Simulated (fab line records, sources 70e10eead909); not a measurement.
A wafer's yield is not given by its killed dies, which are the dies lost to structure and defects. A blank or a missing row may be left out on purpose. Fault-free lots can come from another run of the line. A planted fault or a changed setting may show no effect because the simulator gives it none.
fab line records	flow nand-harc	part 1 of 2: steps 1 to 20 of 29
[record] lots = 5	wafers = 15	last-day = 32
route steps=1302 shown A_STAIRCASE@671
lots with no fault: from the same line, run without faults
start-h: hours from the record's first day to the start of the lot's first wafer shown	wait-h: time in hours since the lot's previous step	" as in the row above	L1.1+2: several wafers, shown together as one row	- no value present, or no start provided	* or withheld: withheld	< > ~ a bound
route shown NAME@n: NAME is a module with steps in the file, n the number in the route of the first one	usual: the fault-free wafers' mean and standard deviation	same: alike in all rows	chamber/n: place in a boat	sites: per-site readings	_std_site: the values' standard deviation	_edge_site: the outer-site mean with the inner-site mean subtracted	radius-mm: for every site, how far away it sits from the centre of the wafer	mask NAME#n: copy n	behind: tool/chamber where the wafer was last shaped	hold: why the lot was held/for how many hours/how that ended	device: whichever transistor did not switch (one of n, p or np)	end of line: at the end of the route, the tests of the same wafers	a step given without rows: its recipe and nothing more	killed: at the first sort, the dies lost to defects and structure; wafer yield is something else	map: a wafer's dies, x killed, . not, _ none there
set.NAME: the setting the step ran with; set.NAME@STEP: the setting that earlier step ran with	model.NAME: the simulator's own value behind a step, which no gauge read
lots at selected steps of the route; one table per step, one row per wafer
services: the hour from which a tool's chamber was out of use, counted from the record's first day as start-h (under 0 if before that day), plus the number of hours and why
[[steps]]
[step NHARC_A_STAIRCASE_ETCH_15]
[recipe] target-depth-a = 1000	time-s = 40.5	ion-energy-ev = 400	c4f8-flow-sccm = 20	o2-flow-sccm = 10	ar-flow-sccm = withheld	rf-w = 600	bias-w = 1000	chemistry = C4F8/O2
[usual] oes-product-au = 0.944/0.013	rf-vpp-V = 894/4.5
lot.wafer	tool	chamber	start-h	wait-h	oes-product-au	rf-hours-counter-h	rf-vpp-V
L075.1	rie-diel-02	3	-	-	0.950	48	891
L075.4	"	0	"	"	0.945	51	888
L075.6	"	3	"	"	0.940	-	892
L078.1	rie-diel-12	2	-	-	0.964	35	894
L078.3	"	0	"	"	0.935	40	889
L078.6	"	2	"	"	0.962	-	895
L084.1	rie-diel-09	2	-	-	0.940	38	898
L084.6	"	1	"	"	0.928	-	900
L084.5	"	2	"	"	0.940	-	898
L088.2	rie-diel-02	2	-	-	0.936	37	892
L088.6	"	2	"	"	0.937	-	895
L088.5	"	3	"	"	0.941	-	890
L093.2	rie-diel-12	1	-	-	0.934	29	893
L093.4	"	3	"	"	0.952	35	893
L093.6	"	1	"	"	0.933	-	892
[step NHARC_A_STAIRCASE_TRIM_16]
[recipe] time-s = 211.2	o2-flow-sccm = 500	ar-flow-sccm = 0	bias-w = 0	chemistry = O2
[usual] drypump-motor-current-A = 5.8/0.56	oes-product-au = 1.002/0.012	rf-vpp-V = 57.6/0.8	showerhead-plenum-p-Torr = 3.47/0.12	throttle-valve-pct = 17.036/0.0087
lot.wafer	tool	chamber	start-h	wait-h	drypump-motor-current-A	oes-product-au	rf-hours-counter-h	rf-vpp-V	showerhead-plenum-p-Torr	throttle-valve-pct
L075.1	rie-diel-02	3	-	-	6.1	0.994	48	57.2	3.38	17.043
L075.4	"	0	"	"	5.6	1.008	51	57.5	3.30	17.056
L075.6	"	3	"	"	6.1	0.988	-	57.1	3.38	17.044
L078.1	rie-diel-12	3	-	-	5.4	1.005	45	57.9	3.47	17.041
L078.3	"	0	"	"	6.7	0.997	40	56.2	3.32	17.031
L078.6	"	3	"	"	5.4	1.014	-	58.0	3.47	17.035
L084.1	rie-diel-09	2	-	-	5.5	0.993	38	57.9	3.58	17.026
L084.5	"	1	"	"	5.6	0.998	-	57.6	3.66	17.038
L084.6	"	2	"	"	5.5	1.003	-	56.7	3.58	17.032
L088.2	rie-diel-02	2	-	-	4.8	0.997	38	57.9	3.44	17.036
L088.5	"	2	"	"	4.8	1.002	-	57.7	3.44	17.030
L088.6	"	3	"	"	6.0	0.991	-	57.7	3.35	17.019
L093.2	rie-diel-12	3	-	-	5.3	1.011	35	57.3	3.45	17.038
L093.4	"	0	"	"	6.7	0.995	34	56.9	3.29	17.027
L093.6	"	2	"	"	5.9	1.004	-	56.8	3.44	17.042
[step NHARC_A_STAIRCASE_ETCH_17]
[recipe] target-depth-a = 1000	time-s = 40.5	ion-energy-ev = 400	c4f8-flow-sccm = 20	o2-flow-sccm = 10	ar-flow-sccm = withheld	rf-w = 600	bias-w = 1000	chemistry = C4F8/O2
[usual] oes-product-au = 0.942/0.015	rf-vpp-V = 894/4.6
lot.wafer	tool	chamber	start-h	wait-h	oes-product-au	rf-hours-counter-h	rf-vpp-V
L075.4	rie-diel-02	0	-	-	0.936	51	888
L075.1	"	2	"	"	0.920	47	894
L075.6	"	1	"	"	0.939	-	889
L078.3	rie-diel-12	1	-	-	0.972	34	894
L078.1	"	0	"	"	0.957	41	888
L078.6	"	1	"	"	0.968	-	892
L084.1	rie-diel-09	0	-	-	0.935	43	895
L084.5	"	1	"	"	0.920	-	902
L084.6	"	2	"	"	0.933	-	898
L088.2	rie-diel-02	0	-	-	0.950	36	886
L088.6	"	2	"	"	0.952	-	894
L088.5	"	3	"	"	0.948	-	890
L093.4	rie-diel-12	0	-	-	0.942	34	888
L093.2	"	1	"	"	0.937	29	892
L093.6	"	2	"	"	0.942	-	892
[step NHARC_A_STAIRCASE_TRIM_18]
[recipe] time-s = 211.2	o2-flow-sccm = 500	ar-flow-sccm = 0	bias-w = 0	chemistry = O2
[usual] drypump-motor-current-A = 5.8/0.57	oes-product-au = 1.003/0.012	rf-vpp-V = 57.6/0.88	showerhead-plenum-p-Torr = 3.46/0.12	throttle-valve-pct = 17.038/0.01
lot.wafer	tool	chamber	start-h	wait-h	drypump-motor-current-A	oes-product-au	rf-hours-counter-h	rf-vpp-V	showerhead-plenum-p-Torr	throttle-valve-pct
L075.4	rie-diel-02	1	-	-	6.1	1.021	51	57.4	3.35	17.019
L075.1	"	2	"	"	4.8	0.991	47	58.5	3.47	17.049
L075.6	"	1	"	"	6.1	1.007	-	55.9	3.35	17.015
L078.1	rie-diel-12	2	-	-	5.9	1.027	35	57.7	3.47	17.043
L078.3	"	0	"	"	6.8	1.007	41	55.5	3.32	17.037
L078.6	"	2	"	"	5.9	1.029	-	56.7	3.47	17.043
L084.1	rie-diel-09	3	-	-	6.6	1.001	42	56.6	3.65	17.021
L084.5	"	3	"	"	6.6	0.991	-	56.4	3.65	17.048
L084.6	"	0	"	"	5.3	1.000	-	58.6	3.52	17.044
L088.2	rie-diel-02	0	-	-	5.6	1.018	36	56.8	3.27	17.024
L088.6	"	3	"	"	6.0	1.012	-	57.1	3.35	17.021
L088.5	"	0	"	"	5.6	1.012	-	56.4	3.27	17.020
L093.2	rie-diel-12	3	-	-	5.4	1.007	36	56.9	3.45	17.045
L093.4	"	0	"	"	6.7	1.000	34	56.5	3.29	17.030
L093.6	"	3	"	"	5.4	1.004	-	57.2	3.45	17.036
[step NHARC_A_STAIRCASE_ETCH_19]
[recipe] target-depth-a = 1000	time-s = 40.5	ion-energy-ev = 400	c4f8-flow-sccm = 20	o2-flow-sccm = 10	ar-flow-sccm = withheld	rf-w = 600	bias-w = 1000	chemistry = C4F8/O2
[usual] oes-product-au = 0.943/0.013	rf-vpp-V = 893/4.5
lot.wafer	tool	chamber	start-h	wait-h	oes-product-au	rf-hours-counter-h	rf-vpp-V
L075.1	rie-diel-02	2	-	-	0.930	48	893
L075.4	"	1	"	"	0.940	51	889
L075.6	"	3	"	"	0.957	-	891
L078.3	rie-diel-12	1	-	-	0.956	34	893
L078.1	"	3	"	"	0.940	45	895
L078.6	"	1	"	"	0.958	-	894
L084.1	rie-diel-09	0	-	-	0.930	43	897
L084.6	"	3	"	"	0.946	-	901
L084.5	"	0	"	"	0.932	-	897
L088.2	rie-diel-02	2	-	-	0.964	38	894
L088.6	"	0	"	"	0.952	-	886
L088.5	"	1	"	"	0.942	-	888
L093.2	rie-diel-12	3	-	-	0.936	36	892
L093.4	"	1	"	"	0.937	29	893
L093.6	"	3	"	"	0.947	-	892
[step NHARC_A_STAIRCASE_TRIM_20]
[recipe] time-s = 211.2	o2-flow-sccm = 500	ar-flow-sccm = 0	bias-w = 0	chemistry = O2
[usual] drypump-motor-current-A = 5.9/0.57	oes-product-au = 1.002/0.013	rf-vpp-V = 57.7/0.87	showerhead-plenum-p-Torr = 3.47/0.12	throttle-valve-pct = 17.036/0.0089
lot.wafer	tool	chamber	start-h	wait-h	drypump-motor-current-A	oes-product-au	rf-hours-counter-h	rf-vpp-V	showerhead-plenum-p-Torr	throttle-valve-pct
L075.1	rie-diel-09	3	360.34	0.1	6.6	1.004	11	58.7	3.66	17.025
L075.4	"	0	"	"	5.4	0.989	13	56.9	3.54	17.047
L075.6	"	3	"	"	6.6	1.004	-	57.1	3.66	17.056
L078.1	rie-diel-12	0	396.13	0.2	6.7	1.002	41	57.0	3.32	17.037
L078.3	"	2	"	"	5.9	1.030	36	58.1	3.47	17.035
L078.6	"	3	"	"	5.4	1.010	-	58.2	3.47	17.041
L084.1	rie-diel-09	1	461.32	0.1	5.5	0.976	36	57.5	3.66	17.037
L084.5	"	2	"	"	5.5	1.007	-	57.9	3.58	17.028
L084.6	"	3	"	"	6.7	1.005	-	57.7	3.65	17.029
L088.2	rie-diel-09	2	507.11	0.1	5.5	1.024	0	57.7	3.57	17.033
L088.6	"	2	"	"	5.5	1.024	-	57.9	3.57	17.034
L088.5	"	3	"	"	6.6	1.019	-	58.1	3.64	17.039
L093.2	rie-diel-12	1	536.60	0.1	6.2	0.987	29	57.4	3.42	17.026
L093.4	"	2	"	"	5.9	1.000	32	56.1	3.44	17.028
L093.6	"	3	"	"	5.4	1.007	-	58.0	3.45	17.039
[step NHARC_A_STAIRCASE_ETCH_21]
[recipe] target-depth-a = 1000	time-s = 40.5	ion-energy-ev = 400	c4f8-flow-sccm = 20	o2-flow-sccm = 10	ar-flow-sccm = withheld	rf-w = 600	bias-w = 1000	chemistry = C4F8/O2
[usual] oes-product-au = 0.951/0.016	rf-vpp-V = 894/4.4
lot.wafer	tool	chamber	start-h	wait-h	oes-product-au	rf-hours-counter-h	rf-vpp-V
L075.4	rie-diel-09	3	-	-	0.967	11	901
L075.1	"	1	"	"	0.991	5	901
L075.6	"	3	"	"	0.978	-	900
L078.1	rie-diel-12	1	-	-	0.963	34	894
L078.3	"	2	"	"	0.972	36	895
L078.6	"	1	"	"	0.966	-	894
L084.1	rie-diel-09	0	-	-	0.950	43	897
L084.5	"	3	"	"	0.951	-	901
L084.6	"	0	"	"	0.941	-	896
L088.2	rie-diel-09	0	-	-	0.973	0	895
L088.5	"	0	"	"	0.973	-	895
L088.6	"	1	"	"	0.966	-	902
L093.4	rie-diel-12	3	-	-	0.946	36	893
L093.2	"	1	"	"	0.937	29	891
L093.6	"	0	"	"	0.939	-	886
[step NHARC_A_STAIRCASE_TRIM_22]
[recipe] time-s = 211.2	o2-flow-sccm = 500	ar-flow-sccm = 0	bias-w = 0	chemistry = O2
[usual] drypump-motor-current-A = 5.8/0.53	oes-product-au = 1.001/0.013	rf-vpp-V = 57.7/0.91	showerhead-plenum-p-Torr = 3.47/0.12	throttle-valve-pct = 17.036/0.0096
lot.wafer	tool	chamber	start-h	wait-h	drypump-motor-current-A	oes-product-au	rf-hours-counter-h	rf-vpp-V	showerhead-plenum-p-Torr	throttle-valve-pct
L075.4	rie-diel-09	3	-	-	6.6	1.003	11	60.4	3.66	17.045
L075.1	"	0	"	"	5.4	0.991	13	56.1	3.54	17.036
L075.6	"	3	"	"	6.6	1.000	-	57.4	3.66	17.026
L078.3	rie-diel-12	0	-	-	6.7	1.000	41	57.6	3.32	17.029
L078.1	"	2	"	"	5.9	1.027	36	57.7	3.47	17.035
L078.6	"	3	"	"	5.4	1.004	-	57.9	3.47	17.023
L084.1	rie-diel-09	1	-	-	5.5	0.987	36	57.4	3.66	17.041
L084.5	"	2	"	"	5.5	1.004	-	56.7	3.58	17.035
L084.6	"	3	"	"	6.6	0.994	-	58.3	3.65	17.015
L088.2	rie-diel-09	2	-	-	5.5	1.013	0	58.6	3.57	17.032
L088.5	"	0	"	"	5.4	1.001	-	57.4	3.51	17.040
L088.6	"	1	"	"	5.5	0.981	-	57.7	3.66	17.024
L093.4	rie-diel-12	1	-	-	6.1	0.991	29	56.2	3.42	17.022
L093.2	"	2	"	"	5.9	1.009	32	57.0	3.44	17.042
L093.6	"	0	"	"	6.8	0.997	-	55.5	3.29	17.036
[step NHARC_A_STAIRCASE_ETCH_23]
[recipe] target-depth-a = 1000	time-s = 40.5	ion-energy-ev = 400	c4f8-flow-sccm = 20	o2-flow-sccm = 10	ar-flow-sccm = withheld	rf-w = 600	bias-w = 1000	chemistry = C4F8/O2
[usual] oes-product-au = 0.946/0.013	rf-vpp-V = 894/4.5
lot.wafer	tool	chamber	start-h	wait-h	oes-product-au	rf-hours-counter-h	rf-vpp-V
L075.4	rie-diel-09	2	-	-	0.962	10	898
L075.1	"	1	"	"	0.957	5	902
L075.6	"	3	"	"	0.952	-	902
L078.3	rie-diel-12	0	-	-	0.948	41	889
L078.1	"	1	"	"	0.971	34	893
L078.6	"	2	"	"	0.976	-	894
L084.1	rie-diel-09	1	-	-	0.942	36	901
L084.5	"	3	"	"	0.948	-	900
L084.6	"	0	"	"	0.947	-	896
L088.2	rie-diel-09	3	-	-	0.968	0	900
L088.5	"	1	"	"	0.928	-	901
L088.6	"	2	"	"	0.978	-	898
L093.2	rie-diel-12	0	-	-	0.932	34	889
L093.4	"	2	"	"	0.942	32	892
L093.6	"	3	"	"	0.943	-	894
[step NHARC_A_STAIRCASE_TRIM_24]
[recipe] time-s = 211.2	o2-flow-sccm = 500	ar-flow-sccm = 0	bias-w = 0	chemistry = O2
[usual] drypump-motor-current-A = 5.8/0.54	oes-product-au = 1.001/0.013	rf-vpp-V = 57.7/0.8	showerhead-plenum-p-Torr = 3.47/0.12	throttle-valve-pct = 17.036/0.0099
lot.wafer	tool	chamber	start-h	wait-h	drypump-motor-current-A	oes-product-au	rf-hours-counter-h	rf-vpp-V	showerhead-plenum-p-Torr	throttle-valve-pct
L075.1	rie-diel-09	2	-	-	5.5	1.003	10	56.7	3.59	17.039
L075.4	"	3	"	"	6.6	0.989	12	58.8	3.66	17.030
L075.6	"	0	"	"	5.3	0.978	-	58.0	3.54	17.062
L078.3	rie-diel-12	3	-	-	5.4	1.008	46	58.2	3.47	17.060
L078.1	"	0	"	"	6.7	1.008	41	57.0	3.32	17.037
L078.6	"	3	"	"	5.4	1.015	-	57.1	3.47	17.034
L084.1	rie-diel-09	1	-	-	5.6	0.995	36	57.9	3.66	17.031
L084.5	"	2	"	"	5.5	0.999	-	57.8	3.58	17.041
L084.6	"	3	"	"	6.6	1.007	-	59.0	3.65	17.034
L088.2	rie-diel-09	3	-	-	6.6	1.019	0	58.1	3.64	17.044
L088.5	"	1	"	"	5.6	0.996	-	58.8	3.66	17.023
L088.6	"	2	"	"	5.5	1.017	-	57.7	3.57	17.052
L093.4	rie-diel-12	1	-	-	6.2	0.977	30	57.3	3.42	17.032
L093.2	"	3	"	"	5.4	1.005	36	57.9	3.45	17.022
L093.6	"	2	"	"	5.9	0.995	-	58.1	3.44	17.060
[step NHARC_A_STAIRCASE_ETCH_25]
[recipe] target-depth-a = 1000	time-s = 40.5	ion-energy-ev = 400	c4f8-flow-sccm = 20	o2-flow-sccm = 10	ar-flow-sccm = withheld	rf-w = 600	bias-w = 1000	chemistry = C4F8/O2
[usual] oes-product-au = 0.948/0.013	rf-vpp-V = 894/4.4
lot.wafer	tool	chamber	start-h	wait-h	oes-product-au	rf-hours-counter-h	rf-vpp-V
L075.1	rie-diel-09	2	-	-	0.970	10	898
L075.4	"	3	"	"	0.966	12	901
L075.6	"	1	"	"	0.961	-	901
L078.1	rie-diel-12	2	-	-	0.973	36	893
L078.3	"	3	"	"	0.958	46	894
L078.6	"	2	"	"	0.974	-	894
L084.1	rie-diel-09	2	-	-	0.936	38	897
L084.6	"	1	"	"	0.941	-	900
L084.5	"	2	"	"	0.943	-	898
L088.2	rie-diel-09	0	-	-	0.953	0	896
L088.6	"	0	"	"	0.945	-	895
L088.5	"	1	"	"	0.939	-	901
L093.4	rie-diel-12	3	-	-	0.946	36	894
L093.2	"	0	"	"	0.952	34	888
L093.6	"	3	"	"	0.953	-	894
[step NHARC_A_STAIRCASE_TRIM_26]
[recipe] time-s = 211.2	o2-flow-sccm = 500	ar-flow-sccm = 0	bias-w = 0	chemistry = O2
[usual] drypump-motor-current-A = 5.8/0.54	oes-product-au = 1.004/0.013	rf-vpp-V = 57.7/0.89	showerhead-plenum-p-Torr = 3.47/0.12	throttle-valve-pct = 17.035/0.008
lot.wafer	tool	chamber	start-h	wait-h	drypump-motor-current-A	oes-product-au	rf-hours-counter-h	rf-vpp-V	showerhead-plenum-p-Torr	throttle-valve-pct
L075.1	rie-diel-09	2	-	-	5.5	1.008	10	57.8	3.59	17.042
L075.4	"	0	"	"	5.3	0.982	13	58.2	3.54	17.044
L075.6	"	2	"	"	5.5	1.012	-	57.7	3.59	17.048
L078.1	rie-diel-12	2	-	-	5.9	1.028	36	58.6	3.47	17.026
L078.3	"	0	"	"	6.8	1.005	41	57.3	3.32	17.028
L078.6	"	1	"	"	6.2	1.025	-	58.6	3.45	17.028
L084.1	rie-diel-09	0	-	-	5.3	0.996	43	56.9	3.52	17.035
L084.6	"	1	"	"	5.6	0.989	-	58.5	3.66	17.032
L084.5	"	2	"	"	5.5	1.004	-	56.5	3.57	17.044
L088.2	rie-diel-09	2	-	-	5.5	1.012	0	58.1	3.57	17.030
L088.5	"	2	"	"	5.5	1.014	-	58.8	3.57	17.038
L088.6	"	3	"	"	6.6	1.008	-	57.4	3.64	17.031
L093.4	rie-diel-12	0	-	-	6.7	1.005	34	57.0	3.29	17.027
L093.2	"	1	"	"	6.1	0.990	30	58.5	3.42	17.027
L093.6	"	2	"	"	5.9	1.013	-	59.2	3.44	17.025
[step NHARC_A_STAIRCASE_ETCH_27]
[recipe] target-depth-a = 1000	time-s = 40.5	ion-energy-ev = 400	c4f8-flow-sccm = 20	o2-flow-sccm = 10	ar-flow-sccm = withheld	rf-w = 600	bias-w = 1000	chemistry = C4F8/O2
[usual] oes-product-au = 0.947/0.011	rf-vpp-V = 894/4.5
lot.wafer	tool	chamber	start-h	wait-h	oes-product-au	rf-hours-counter-h	rf-vpp-V
L075.1	rie-diel-09	0	-	-	0.931	13	896
L075.4	"	1	"	"	0.941	5	899
L075.6	"	1	"	"	0.937	-	901
L078.1	rie-diel-12	1	-	-	0.957	35	894
L078.3	"	3	"	"	0.948	46	893
L078.6	"	1	"	"	0.974	-	895
L084.1	rie-diel-09	3	-	-	0.942	42	900
L084.6	"	0	"	"	0.946	-	895
L084.5	"	1	"	"	0.923	-	902
L088.2	rie-diel-09	2	-	-	0.957	1	898
L088.5	"	2	"	"	0.960	-	896
L088.6	"	3	"	"	0.953	-	900
L093.2	rie-diel-12	2	-	-	0.947	32	892
L093.4	"	1	"	"	0.936	30	893
L093.6	"	2	"	"	0.951	-	893
[step NHARC_A_STAIRCASE_STRIP_175]
[recipe] power-w = 1500	temp-c = 250	chemistry = O2
[usual] drypump-motor-current-A = 5.86/0.23	heater-power-w = 303/28
lot.wafer	tool	chamber	start-h	wait-h	drypump-motor-current-A	heater-power-w	rf-hours-counter-h
L075.1	plasma-asher-02	1	361.44	0.1	5.71	305	25
L075.4	"	1	"	"	5.73	306	-
L075.6	"	0	"	"	6.19	272	-
L078.1	plasma-asher-01	0	397.60	0.5	5.82	307	11
L078.3	"	0	"	"	5.89	302	-
L078.6	"	1	"	"	5.65	343	-
L084.1	plasma-asher-01	0	462.32	0.1	5.82	308	25
L084.6	"	0	"	"	5.88	314	-
L084.5	"	1	"	"	5.62	351	-
L088.2	plasma-asher-02	0	508.18	0.1	6.19	272	13
L088.6	"	0	"	"	6.18	275	-
L088.5	"	1	"	"	5.74	291	-
L093.2	plasma-asher-01	1	537.69	0.1	5.56	356	3
L093.4	"	1	"	"	5.60	360	-
L093.6	"	1	"	"	5.57	365	-
[step NHARC_A_STAIRCASE_STRIP_148]
[recipe] time-s = 900	temp-c = 130	chemistry = SPM
lot.wafer	tool	chamber	start-h	wait-h
L075.4+1+6	wet-bench-03	4,5,6	361.81	0.2
L078.1+6+3	wet-bench-05	1,2,5	397.96	0.3
L084.6+1+5	wet-bench-03	2,3,7	462.67	0.1
L088.6+2+5	wet-bench-03	3,5,0	508.52	0.1
L093.2+6+4	wet-bench-05	0,1,4	538.04	0.3
[step NHARC_A_STAIRCASE_PRECLEAN_149]
[recipe] time-s = *	temp-c = 50	bath-age-min = 0	chemistry = SC1
lot.wafer	tool	chamber	start-h	wait-h
L075.4+1+6	wet-bench-03	4,5,6	-	-
L078.1+6+3	wet-bench-05	1,2,5	-	-
L084.6+1+5	wet-bench-03	2,3,7	-	-
L088.6+2+5	wet-bench-03	3,5,0	-	-
L093.2+6+4	wet-bench-05	0,1,4	-	-
[step NHARC_A_STAIRCASE_SRD_150]
lot.wafer	tool	chamber	start-h	wait-h
L075.4+1+6	wet-bench-03	4,5,6	-	-
L078.1+6+3	wet-bench-05	1,2,5	-	-
L084.6+1+5	wet-bench-03	2,3,7	-	-
L088.6+2+5	wet-bench-03	3,5,0	-	-
L093.2+6+4	wet-bench-05	0,1,4	-	-
[step NHARC_A_STAIRCASE_DEHYDRATE_176]
[recipe] temp-c = 150	time-s = 120
[usual] heater-power-total-W = 182.5/1.2
lot.wafer	tool	chamber	start-h	wait-h	heater-power-total-W
L075.1	litho-track-03	0	362.24	-	180.9
L075.4	"	0	"	"	182.0
L075.6	"	0	"	"	183.8
L078.1	litho-track-02	0	398.40	-	183.0
L078.3	"	0	"	"	181.5
L078.6	"	0	"	"	184.2
L084.1	litho-track-02	0	463.12	-	182.2
L084.5	"	0	"	"	182.3
L084.6	"	0	"	"	183.9
L088.2	litho-track-05	0	508.98	-	180.4
L088.5	"	0	"	"	180.8
L088.6	"	0	"	"	180.7
L093.2	litho-track-03	0	538.50	-	183.9
L093.4	"	0	"	"	182.9
L093.6	"	0	"	"	183.5
[step NHARC_A_STAIRCASE_HMDS_177]
[recipe] time-s = 30
lot.wafer	tool	chamber	start-h	wait-h
L075.1+4+6	litho-track-03	0	-	-
L078.1+3+6	litho-track-02	0	-	-
L084.1+5+6	litho-track-02	0	-	-
L088.2+5+6	litho-track-05	0	-	-
L093.2+4+6	litho-track-03	0	-	-
[step NHARC_A_STAIRCASE_COAT_178]
[recipe] spin-rpm = 1200
lot.wafer	tool	chamber	start-h	wait-h
L075.1+4+6	litho-track-03	0	-	-
L078.1+3+6	litho-track-02	0	-	-
L084.1+5+6	litho-track-02	0	-	-
L088.2+5+6	litho-track-05	0	-	-
L093.2+4+6	litho-track-03	0	-	-
